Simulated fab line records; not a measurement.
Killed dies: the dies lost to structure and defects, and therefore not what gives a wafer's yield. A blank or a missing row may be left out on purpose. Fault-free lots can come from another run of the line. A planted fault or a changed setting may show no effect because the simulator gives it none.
Matching of chambers / flow n5 finfet / 3 sister chambers for N5_PASSIVATION_ETCH_54 on rie diel-04
The step etches SiO2 in CHF3/O2, target depth 880 nm, time 440 s. 16 wafers are shown with their chamber, then 7 later ones without.

WAFERS WITH THEIR CHAMBER
wafer=L938.1; chamber=0; showerhead plenum p Torr (Torr)=2.53; rf vpp V (V)=526; oes product au (a.u.)=0.81
wafer=L938.4; chamber=3; showerhead plenum p Torr (Torr)=2.36; rf vpp V (V)=531; oes product au (a.u.)=0.87
wafer=L938.6; chamber=0; showerhead plenum p Torr (Torr)=2.53; rf vpp V (V)=527; oes product au (a.u.)=0.82
wafer=L937.2; chamber=3; showerhead plenum p Torr (Torr)=2.36; rf vpp V (V)=531; oes product au (a.u.)=0.87
wafer=L937.5; chamber=1; showerhead plenum p Torr (Torr)=2.47; rf vpp V (V)=515; oes product au (a.u.)=0.69
wafer=L937.6; chamber=0; showerhead plenum p Torr (Torr)=2.53; rf vpp V (V)=526; oes product au (a.u.)=0.81
wafer=L939.2; chamber=0; showerhead plenum p Torr (Torr)=2.52; rf vpp V (V)=526; oes product au (a.u.)=0.81
wafer=L939.3; chamber=1; showerhead plenum p Torr (Torr)=2.47; rf vpp V (V)=516; oes product au (a.u.)=0.68
wafer=L939.4; chamber=3; showerhead plenum p Torr (Torr)=2.36; rf vpp V (V)=531; oes product au (a.u.)=0.86
wafer=L940.3; chamber=1; showerhead plenum p Torr (Torr)=2.47; rf vpp V (V)=515; oes product au (a.u.)=0.68
wafer=L940.4; chamber=0; showerhead plenum p Torr (Torr)=2.52; rf vpp V (V)=527; oes product au (a.u.)=0.80
wafer=L940.6; chamber=1; showerhead plenum p Torr (Torr)=2.47; rf vpp V (V)=515; oes product au (a.u.)=0.68
wafer=L943.2; chamber=1; showerhead plenum p Torr (Torr)=2.47; rf vpp V (V)=515; oes product au (a.u.)=0.68
wafer=L943.4; chamber=3; showerhead plenum p Torr (Torr)=2.36; rf vpp V (V)=531; oes product au (a.u.)=0.85
wafer=L943.6; chamber=1; showerhead plenum p Torr (Torr)=2.47; rf vpp V (V)=515; oes product au (a.u.)=0.68
wafer=L944.2; chamber=0; showerhead plenum p Torr (Torr)=2.52; rf vpp V (V)=525; oes product au (a.u.)=0.80

SIGNATURES (means of the wafers above)
reading=showerhead plenum p Torr; chamber 0=2.5250; chamber 1=2.4700; chamber 3=2.3600; scatter within a chamber=0.0034
reading=rf vpp V; chamber 0=526.17; chamber 1=515.17; chamber 3=531.00; scatter within a chamber=0.531
reading=oes product au; chamber 0=0.8083; chamber 1=0.6817; chamber 3=0.8625; scatter within a chamber=0.00703
Rule: for a wafer and a chamber, the distance is found by dividing, reading by reading, the gap between the wafer's reading and the chamber's mean by the reading's scatter, squaring, summing and taking the root. The wafer belongs to the nearest chamber; if the next one is less than 2 further off, it can't be placed. The scatter is the square root of a quotient: the sum, over the shown wafers, of each reading's squared deviation from its chamber's mean, divided by wafers minus chambers.

WAFERS WITHOUT THEIR CHAMBER
wafer=L944.3; showerhead plenum p Torr (Torr)=2.36; rf vpp V (V)=532; oes product au (a.u.)=0.84
wafer=L944.6; showerhead plenum p Torr (Torr)=2.52; rf vpp V (V)=527; oes product au (a.u.)=0.79
wafer=L956.2; showerhead plenum p Torr (Torr)=2.35; rf vpp V (V)=530; oes product au (a.u.)=0.81
wafer=L956.3; showerhead plenum p Torr (Torr)=2.46; rf vpp V (V)=515; oes product au (a.u.)=0.88
wafer=L958.2; showerhead plenum p Torr (Torr)=2.50; rf vpp V (V)=526; oes product au (a.u.)=0.75
wafer=L958.3; showerhead plenum p Torr (Torr)=2.45; rf vpp V (V)=515; oes product au (a.u.)=0.87
wafer=L958.5; showerhead plenum p Torr (Torr)=2.45; rf vpp V (V)=515; oes product au (a.u.)=0.87

CHAMBER TAKEN BY EACH
wafer=L944.3; from the rows above=3; in truth=3
wafer=L944.6; from the rows above=0; in truth=0
wafer=L956.2; from the rows above=3; in truth=3
wafer=L956.3; from the rows above=can't be placed: 1 or 0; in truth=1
wafer=L958.2; from the rows above=0; in truth=0
wafer=L958.3; from the rows above=1; in truth=1
wafer=L958.5; from the rows above=1; in truth=1
Correct placement for 6 of the 7. Unplaceable from these rows: 1, with the true chamber sitting among the candidates in 1. Wrongly placed: 0.
